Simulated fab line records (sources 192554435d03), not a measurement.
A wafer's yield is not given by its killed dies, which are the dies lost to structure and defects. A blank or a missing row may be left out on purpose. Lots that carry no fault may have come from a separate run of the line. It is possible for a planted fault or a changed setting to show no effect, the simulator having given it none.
Matching of chambers -- flow n5Finfet -- N5_BEOL_M10_PECVD_70 on pecvd-01: 3 sister chambers
The step deposits SiO2 from TEOS/O2, target thk 20 nm, time 22.7 s. 6 wafers are shown with their chamber, then 8 later ones without.

== WAFERS, EACH WITH ITS CHAMBER ==
wafer,chamber,heaterPowerOuterW (W),heaterPowerW (W)
L081.2,0,370,647
L084.2,0,368,613
L089.1,2,537,894
L089.5,2,545,900
L089.6,1,461,756
L090.3,1,494,835

== WAFERS WHOSE CHAMBER IS MISSING ==
wafer,heaterPowerOuterW (W),heaterPowerW (W)
L090.4,611,1011
L090.6,467,811
L094.2,330,571
L094.4,491,808
L094.5,642,1062
L097.1,646,1047
L097.5,430,755
L097.6,364,618

== EACH ONE'S CHAMBER ==
wafer,from the rows above,in truth
L090.4,2,2
L090.6,1,1
L094.2,0,0
L094.4,1,1
L094.5,2,2
L097.1,2,2
L097.5,1,1
L097.6,0,0
8 of 8 placed correctly. Not placeable from these rows: 0. Number placed wrongly: 0.
How it was worked out, from the rows above alone: a wafer's distance from a chamber is the root of the sum, over the readings, of the square of ((its reading less the chamber's mean) divided by the reading's scatter). The wafer belongs to the nearest chamber; if the next one is less than 2 further off, it can't be placed. A chamber's mean is the mean of its shown wafers. The scatter is the square root of a quotient: the sum, over the shown wafers, of each reading's squared deviation from its chamber's mean, divided by wafers minus chambers.
